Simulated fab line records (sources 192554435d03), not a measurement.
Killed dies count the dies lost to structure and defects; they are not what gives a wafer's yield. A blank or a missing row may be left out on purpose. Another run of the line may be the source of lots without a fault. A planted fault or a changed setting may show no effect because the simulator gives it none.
Which tool was responsible?	flow n5_finfet	14 lots, 42 wafers sampled, at 7 steps of a route of 1938

## WHAT THE GAUGES READ, wafer by wafer
N5_BEOL_M12_OCD_MEAS_35. Usual: trench_depth_nm reads 319 nm (standard deviation 4.5).
lot	measured	on	trench_depth_nm (nm)	flag
L576	day 10 18:02	ocd-02	315 314 313	
L577	day 11 08:09	ocd-01	319 320 318	
L580	day 11 12:51	ocd-02	323 319 322	
L579	day 11 12:58	ocd-02	321 307 320	
L578	day 11 14:49	ocd-02	325 319 324	
L581	day 12 13:01	ocd-01	314 321 313	
L582	day 12 13:30	ocd-02	309 309 321	
L585	day 13 15:53	ocd-01	323 315 319	
L588	day 14 15:50	ocd-01	324 315 324	
L591	day 14 18:14	ocd-01	313 321 320	
L596	day 16 07:54	ocd-01	316 319 318	
L597	day 16 08:35	ocd-01	322 325 319	
L599	day 16 08:58	ocd-02	323 323 324	
L598	day 16 18:44	ocd-02	319 321 321	

N5_BEOL_M13_THK_MEAS_01. Usual: M13_ILD_THK typically reads 839 nm, with standard deviation 11.
lot	measured	on	M13_ILD_THK (nm)	flag
L576	day 10 23:37	film_metro-02	838 824 846	
L577	day 11 10:34	film_metro-01	832 845 857	
L580	day 11 17:52	film_metro-01	844 835 849	
L579	day 11 19:01	film_metro-01	825 831 828	
L578	day 11 19:43	film_metro-02	838 835 843	
L581	day 12 21:22	film_metro-02	819 828 840	
L582	day 12 20:23	film_metro-01	836 853 846	
L585	day 13 17:47	film_metro-01	832 851 855	
L588	day 14 19:25	film_metro-02	0 0 0	OFF
L591	day 14 22:30	film_metro-02	0 0 0	OFF
L596	day 16 12:35	film_metro-01	827 822 831	
L597	day 16 12:29	film_metro-02	827 839 835	
L599	day 16 15:58	film_metro-02	818 843 854	
L598	day 16 22:08	film_metro-01	833 840 839	

N5_BEOL_M13_CD_MEAS_10: target cd 190 nm. Usual: cd_nm reads 189.5 nm (standard deviation 1.6).
lot	measured	on	cd_nm (nm)	flag
L576	day 11 00:02	cd_sem-02	191.2 190.6 190.8	
L577	day 11 10:59	cd_sem-01	187.6 188.5 187.4	
L580	day 11 18:10	cd_sem-02	186.7 188.6 187.3	
L579	day 11 19:26	cd_sem-03	189.2 187.5 189.7	
L578	day 11 20:08	cd_sem-03	186.4 185.8 185.8	
L581	day 12 21:40	cd_sem-03	190.1 190.5 189.7	
L582	day 12 20:49	cd_sem-02	190.8 191.3 191.0	
L585	day 13 18:05	cd_sem-01	187.5 186.5 188.2	
L588	day 14 19:43	cd_sem-01	188.6 189.2 189.6	
L591	day 14 22:48	cd_sem-02	189.4 191.1 190.2	
L596	day 16 12:53	cd_sem-02	191.4 190.9 189.8	
L597	day 16 12:47	cd_sem-03	189.9 188.7 190.6	
L599	day 16 16:16	cd_sem-03	188.2 188.8 189.8	
L598	day 16 22:34	cd_sem-02	190.9 190.6 190.5	

N5_BEOL_M13_CD_MEAS_17: target cd 190 nm. Usual: cd_nm reads 190.0 nm (standard deviation 2).
lot	measured	on	cd_nm (nm)	flag
L576	day 11 00:41	cd_sem-02	189.8 191.0 189.8	
L577	day 11 11:39	cd_sem-01	188.4 188.7 188.0	
L580	day 11 19:08	cd_sem-01	188.8 191.9 190.0	
L579	day 11 20:04	cd_sem-01	190.6 189.0 191.0	
L578	day 11 20:46	cd_sem-02	187.1 185.0 186.1	
L581	day 12 22:17	cd_sem-01	188.8 189.1 191.0	
L582	day 12 21:25	cd_sem-03	189.3 190.6 192.9	
L585	day 13 18:43	cd_sem-02	188.7 186.3 189.3	
L588	day 14 20:29	cd_sem-02	- - -	OFF
L591	day 14 23:25	cd_sem-02	- - -	OFF
L596	day 16 13:31	cd_sem-03	194.0 191.5 189.5	
L597	day 16 13:25	cd_sem-02	192.6 190.3 191.1	
L599	day 16 16:54	cd_sem-02	189.6 191.6 191.2	
L598	day 16 23:11	cd_sem-02	191.0 191.2 190.5	

## EACH LOT AND THE TOOL THAT RAN IT (in order: tool; ch and the chambers of the sampled wafers; start)
lot	N5_BEOL_M12_DESCUM_33	N5_BEOL_M13_ILD_DEP_00	N5_BEOL_M13_VIA_ETCH_16
L576	rie_diel-02 ch 0,2,3, day 10 17:31	pecvd-02 ch 0,2, day 10 23:27	rie_diel-03 ch 0,1,3, day 11 00:13
L577	rie_diel-02 ch 0,1, day 11 07:38	pecvd-01 ch 0,1, day 11 10:25	rie_diel-05 ch 0,3, day 11 11:13
L580	rie_diel-02 ch 1,2, day 11 12:20	pecvd-04 ch 0,1,2, day 11 17:43	rie_diel-04 ch 0,3, day 11 18:41
L579	rie_diel-06 ch 1,2,3, day 11 12:26	pecvd-04 ch 0,1,2, day 11 18:52	rie_diel-05 ch 1,2,3, day 11 19:37
L578	rie_diel-01 ch 0,2,3, day 11 14:17	pecvd-02 ch 0,1, day 11 19:34	rie_diel-03 ch 0,1,2, day 11 20:19
L581	rie_diel-02 ch 0,1,2, day 12 12:30	pecvd-04 ch 1,2, day 12 21:13	rie_diel-05 ch 0,2,3, day 12 21:50
L582	rie_diel-06 ch 0,3, day 12 12:58	pecvd-02 ch 0,1,2, day 12 20:17	rie_diel-05 ch 0,3, day 12 20:59
L585	rie_diel-02 ch 0,2,3, day 13 15:22	pecvd-01 ch 0,1, day 13 17:38	rie_diel-04 ch 1,3, day 13 18:16
L588	rie_diel-01 ch 0,1, day 14 15:19	pecvd-04 ch 0,1,2, day 14 19:16	rie_diel-05 ch 1,2,3, day 14 20:02
L591	rie_diel-02 ch 2,3, day 14 17:43	pecvd-02 ch 0,1, day 14 22:20	rie_diel-04 ch 0,1,3, day 14 22:58
L596	rie_diel-06 ch 0,1,2, day 16 07:23	pecvd-04 ch 0,1,2, day 16 12:26	rie_diel-04 ch 1,2,3, day 16 13:05
L597	rie_diel-06 ch 0,2,3, day 16 08:04	pecvd-02 ch 0,1,2, day 16 12:20	rie_diel-03 ch 2,3, day 16 12:57
L599	rie_diel-01 ch 0,2, day 16 08:27	pecvd-01 ch 0,2, day 16 15:45	rie_diel-04 ch 2,3, day 16 16:27
L598	rie_diel-06 ch 0,1, day 16 18:13	pecvd-04 ch 0,1,2, day 16 21:59	rie_diel-04 ch 0,3, day 16 22:44
- N5_BEOL_M12_DESCUM_33: chemistry O2, time 7.9 s.
- N5_BEOL_M13_ILD_DEP_00: deposits SiOC from DEMS/O2, target thk 837.92 nm, time 166.4 s.
- N5_BEOL_M13_VIA_ETCH_16: etches SiOC in C4F8/O2/Ar, target depth 921.7 nm.

## AS READ BY THE TOOLS THEMSELVES (means over the sampled wafers that have a number; for cases with no such wafer, the mark the record gives instead)
N5_BEOL_M12_DESCUM_33. Usual: drypump_motor_current_A 5.9 A, standard deviation 0.36; oes_product_au 0.83 a.u., standard deviation 0.069; rf_vpp_V 243.3 V, standard deviation 1.2; showerhead_plenum_p_Torr 2.11 Torr, standard deviation 0.057; throttle_valve_pct 20.45 %, standard deviation 0.23.
lot	tool	drypump_motor_current_A (A)	oes_product_au (a.u.)	rf_vpp_V (V)	showerhead_plenum_p_Torr (Torr)	throttle_valve_pct (%)	flag
L576	rie_diel-02	5.9	0.84	243.0	2.13	20.18	
L577	rie_diel-02	5.8	0.79	243.6	2.13	20.43	
L580	rie_diel-02	6.0	0.80	243.3	2.13	20.37	
L579	rie_diel-06	5.9	0.80	243.0	2.08	20.59	
L578	rie_diel-01	5.7	0.78	244.3	2.20	20.59	
L581	rie_diel-02	5.9	0.79	244.6	2.13	20.40	
L582	rie_diel-06	5.7	0.72	242.1	2.05	20.73	
L585	rie_diel-02	5.9	0.82	243.4	2.13	20.21	
L588	rie_diel-01	6.0	0.82	243.6	2.15	20.43	
L591	rie_diel-02	6.0	0.81	242.7	2.12	20.19	
L596	rie_diel-06	6.1	0.81	242.4	2.06	20.63	
L597	rie_diel-06	5.8	0.85	240.9	2.03	20.48	
L599	rie_diel-01	5.9	0.87	244.9	2.16	20.42	
L598	rie_diel-06	6.3	0.81	242.7	2.06	20.73	

N5_BEOL_M13_ILD_DEP_00. Usual: chamber_pressure_Torr 4.999 Torr, standard deviation 0.011; heater_power_outer_w 267 W, standard deviation 64; heater_power_w 495 W, standard deviation 110; showerhead_plenum_p_Torr 5.690 Torr, standard deviation 0.01; throttle_valve_pct 11.8 %, standard deviation 0.52.
lot	tool	chamber_pressure_Torr (Torr)	heater_power_outer_w (W)	heater_power_w (W)	showerhead_plenum_p_Torr (Torr)	throttle_valve_pct (%)	flag
L576	pecvd-02	5.007	227	434	5.689	11.5	
L577	pecvd-01	5.002	342	607	5.697	12.2	
L580	pecvd-04	4.996	259	476	5.690	11.7	
L579	pecvd-04	5.016	234	448	5.688	11.5	
L578	pecvd-02	5.005	233	419	5.690	12.1	
L581	pecvd-04	5.003	247	452	5.692	11.5	
L582	pecvd-02	4.996	206	384	5.687	11.7	
L585	pecvd-01	4.996	358	639	5.696	12.3	
L588	pecvd-04	-	-	-	-	-	OFF
L591	pecvd-02	-	-	-	-	-	OFF
L596	pecvd-04	5.011	249	459	5.682	11.9	
L597	pecvd-02	5.001	240	441	5.689	11.8	
L599	pecvd-01	5.019	343	622	5.701	12.0	
L598	pecvd-04	5.002	247	459	5.697	11.8	

N5_BEOL_M13_VIA_ETCH_16. Usual: C4F8_flow_sccm 14.99 sccm, standard deviation 0.046; drypump_motor_current_A 5.6 A, standard deviation 0.44; oes_product_au 0.72 a.u., standard deviation 0.062; rf_vpp_V 665 V, standard deviation 3.4; showerhead_plenum_p_Torr 3.40 Torr, standard deviation 0.12; throttle_valve_pct 24.13 %, standard deviation 0.25.
lot	tool	C4F8_flow_sccm (sccm)	drypump_motor_current_A (A)	oes_product_au (a.u.)	rf_vpp_V (V)	showerhead_plenum_p_Torr (Torr)	throttle_valve_pct (%)	flag
L576	rie_diel-03	15.04	5.5	0.76	668	3.50	24.31	
L577	rie_diel-05	15.01	5.9	0.78	665	3.38	24.00	
L580	rie_diel-04	15.02	6.0	0.74	666	3.42	24.17	
L579	rie_diel-05	14.99	5.6	0.68	664	3.36	24.16	
L578	rie_diel-03	14.99	5.6	0.69	665	3.42	24.33	
L581	rie_diel-05	14.94	5.8	0.73	664	3.40	24.20	
L582	rie_diel-05	15.05	5.9	0.77	663	3.38	24.01	
L585	rie_diel-04	15.03	5.3	0.75	668	3.53	23.87	
L588	rie_diel-05	15.00	5.6	0.27	663	3.35	24.06	OFF
L591	rie_diel-04	15.00	5.6	0.31	666	3.42	23.93	OFF
L596	rie_diel-04	15.01	5.2	0.71	665	3.40	24.02	
L597	rie_diel-03	15.00	6.0	0.80	670	3.58	24.05	
L599	rie_diel-04	14.98	5.3	0.68	668	3.49	23.96	
L598	rie_diel-04	14.95	5.7	0.70	667	3.50	24.02	

## THE ANSWER, worked out from the rows above alone
Rule: take the mean of a lot's wafers that have a number; if it is more than 3 standard deviations from the usual mean, the lot is off. Also off: a lot with no number at a reading for which 4 or more lots have one. The other lots that the step has rows for count as sound. After the gauges, taken in route order, come the tools' own readings; for these a lot's mean is taken, as printed above. At the first step where some lot is off, the reading lying furthest off is the one used; lots without a number count as furthest.
Off: L588, L591, seen at N5_BEOL_M13_THK_MEAS_01 (M13_ILD_THK).
A tool fits if, at a process step before that reading, it ran every lot that is off, and no sound lot after the first of them. Not tried: the gauges at N5_BEOL_M13_THK_MEAS_01; whatever is off there is also off at N5_BEOL_M13_CD_MEAS_17, on other tools, and gauge error can't account for it. Of those tried, none fits.

## WHAT WAS PUT IN BY THE SIMULATOR
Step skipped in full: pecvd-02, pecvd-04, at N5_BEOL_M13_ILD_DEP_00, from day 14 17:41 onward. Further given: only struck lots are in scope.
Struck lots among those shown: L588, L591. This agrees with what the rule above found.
